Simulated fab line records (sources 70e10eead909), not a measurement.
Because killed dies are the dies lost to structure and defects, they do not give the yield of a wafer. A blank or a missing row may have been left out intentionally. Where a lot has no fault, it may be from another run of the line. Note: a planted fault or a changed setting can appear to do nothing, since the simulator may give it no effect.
Which tool did it?    flow nand_harc    24 lots with 72 wafers sampled at 3 steps, on a route of 1302 steps

== WHAT THE GAUGES READ, wafer by wafer ==
NHARC_A_ZERO_WELL_INSPECT_17.
lot   measured      on                 raw_defect_count
L074  day 7 03:45   defect_inspect-02  1 5 14
L075  day 7 06:25   defect_inspect-01  8 5 9
L076  day 7 16:07   defect_inspect-01  10 12 7
L078  day 8 08:43   defect_inspect-01  4 14 4
L077  day 8 09:19   defect_inspect-02  10 8 4
L079  day 9 00:16   defect_inspect-02  12 8 7
L080  day 9 11:25   defect_inspect-02  12 9 15
L081  day 9 19:40   defect_inspect-02  7 11 10
L082  day 10 06:38  defect_inspect-02  22 36 21
L083  day 11 00:52  defect_inspect-01  8 3 18
L084  day 11 06:31  defect_inspect-02  5 5 5
L085  day 11 11:55  defect_inspect-02  12 5 7
L086  day 11 16:49  defect_inspect-02  7 11 16
L087  day 12 02:05  defect_inspect-02  15 22 19
L088  day 12 21:07  defect_inspect-02  18 14 13
L089  day 12 21:29  defect_inspect-01  8 9 17
L090  day 13 16:17  defect_inspect-02  5 8 12
L091  day 13 23:11  defect_inspect-01  19 11 12
L092  day 14 07:35  defect_inspect-01  4 11 8
L093  day 14 16:56  defect_inspect-01  15 16 11
L094  day 15 10:38  defect_inspect-01  5 8 17
L095  day 15 11:41  defect_inspect-01  3 9 12
L096  day 15 22:13  defect_inspect-01  10 10 6
L097  day 16 17:55  defect_inspect-02  9 10 9

NHARC_A_ONON_D1_THK_MEAS_30: measures by ellipsometry.
lot   measured      on             thk_nm (nm)
L074  day 8 14:31   film_metro-02  996 996 997
L075  day 8 14:32   film_metro-01  1002 1002 1001
L076  day 9 00:50   film_metro-01  988 989 987
L078  day 9 20:14   film_metro-02  1010 1007 1008
L077  day 9 20:15   film_metro-01  994 994 993
L079  day 10 16:07  film_metro-01  997 998 998
L080  day 11 00:05  film_metro-02  994 995 995
L081  day 11 06:40  film_metro-02  995 992 992
L082  day 11 16:56  film_metro-01  1000 1002 1002
L083  day 12 11:56  film_metro-02  1000 1000 1000
L084  day 12 17:22  film_metro-01  1006 1005 1007
L085  day 12 23:19  film_metro-02  1008 1010 1009
L086  day 12 23:20  film_metro-01  1013 1012 1012
L087  day 13 15:07  film_metro-01  1000 998 1001
L088  day 14 07:27  film_metro-02  1008 1007 1005
L089  day 14 07:28  film_metro-01  1000 997 999
L090  day 15 03:34  film_metro-01  1015 1016 1016
L091  day 15 11:23  film_metro-02  998 1000 1003
L092  day 15 17:32  film_metro-02  994 993 992
L093  day 16 01:56  film_metro-01  994 994 993
L094  day 16 20:38  film_metro-01  973 974 974
L095  day 16 20:31  film_metro-01  1004 1004 1005
L096  day 17 07:29  film_metro-02  995 994 994
L097  day 18 01:52  film_metro-02  980 982 982

== WHAT TOOL EACH LOT RAN ON (gives the tool, then ch and the chambers of the sampled wafers, and finally the start) ==
lot   NHARC_A_ZERO_WELL_RTA_16
L074  rtp_anneal-02 ch 0, day 7 03:34
L075  rtp_anneal-02 ch 0, day 7 06:17
L076  rtp_anneal-02 ch 0, day 7 15:59
L078  rtp_anneal-02 ch 0, day 8 08:36
L077  rtp_anneal-02 ch 0, day 8 09:09
L079  rtp_anneal-02 ch 0, day 9 00:05
L080  rtp_anneal-02 ch 0, day 9 11:13
L081  rtp_anneal-02 ch 0, day 9 19:28
L082  rtp_anneal-01 ch 0, day 10 06:26
L083  rtp_anneal-01 ch 0, day 11 00:42
L084  rtp_anneal-01 ch 0, day 11 06:22
L085  rtp_anneal-01 ch 0, day 11 11:47
L086  rtp_anneal-02 ch 0, day 11 16:40
L087  rtp_anneal-02 ch 0, day 12 01:53
L088  rtp_anneal-01 ch 0, day 12 20:58
L089  rtp_anneal-02 ch 0, day 12 21:19
L090  rtp_anneal-02 ch 0, day 13 16:05
L091  rtp_anneal-01 ch 0, day 13 22:59
L092  rtp_anneal-02 ch 0, day 14 07:23
L093  rtp_anneal-01 ch 0, day 14 16:44
L094  rtp_anneal-01 ch 0, day 15 10:27
L095  rtp_anneal-01 ch 0, day 15 11:29
L096  rtp_anneal-01 ch 0, day 15 22:01
L097  rtp_anneal-02 ch 0, day 16 17:44
- NHARC_A_ZERO_WELL_RTA_16: time 10 s.

== AS READ BY THE TOOLS THEMSELVES (means over the sampled wafers that have a number; for cases with no such wafer, the mark the record gives instead) ==
NHARC_A_ZERO_WELL_RTA_16.
lot   tool           lamp_power_pct (%)  lamp_zone_7_pct (%)  wafer_temp_C_max
L074  rtp_anneal-02  30.47               30.94                1004.4
L075  rtp_anneal-02  30.45               30.96                1005.6
L076  rtp_anneal-02  30.48               30.98                1005.9
L078  rtp_anneal-02  30.42               30.90                1004.8
L077  rtp_anneal-02  30.43               30.96                1007.1
L079  rtp_anneal-02  30.44               30.92                1007.0
L080  rtp_anneal-02  30.50               30.98                1006.4
L081  rtp_anneal-02  30.46               30.93                1006.8
L082  rtp_anneal-01  30.38               30.85                1003.5
L083  rtp_anneal-01  30.40               30.90                1004.3
L084  rtp_anneal-01  30.36               30.87                1003.1
L085  rtp_anneal-01  30.41               30.89                1003.6
L086  rtp_anneal-02  30.44               30.95                1006.8
L087  rtp_anneal-02  30.44               30.95                1006.3
L088  rtp_anneal-01  30.37               30.88                1004.0
L089  rtp_anneal-02  30.47               30.91                1005.6
L090  rtp_anneal-02  30.47               30.95                1007.2
L091  rtp_anneal-01  30.33               30.86                1003.3
L092  rtp_anneal-02  30.48               30.95                1007.1
L093  rtp_anneal-01  30.40               30.89                1003.7
L094  rtp_anneal-01  30.38               30.85                1004.4
L095  rtp_anneal-01  30.33               30.83                1004.1
L096  rtp_anneal-01  30.36               30.87                1003.5
L097  rtp_anneal-02  30.47               30.96                1005.6

== THE ANSWER, worked out from the rows above alone ==
Rule: the usual values come from the lots themselves. Put in order of their means at a reading, lots are off if they are a third of the lots or fewer, leave a main group of 4 or more, and stand apart from it by a gap of 3 or more times the standard deviation of the main group's means; of several such gaps the widest counts. Not used: any main group whose means are identical at the precision the tables above print for the reading. Also off: a lot with no number at a reading for which 4 or more lots have one. The other lots that the step has rows for count as sound. The gauges are gone through in route order, then the tools' own readings, and for those a lot's mean is taken as printed above. The first step at which some lot is off is used, and at that step the reading that is off furthest; a lot without a number counts as furthest.
No lot is off at any reading shown: from this, nothing can be told.

== WHAT THE SIMULATOR HAD INSERTED ==
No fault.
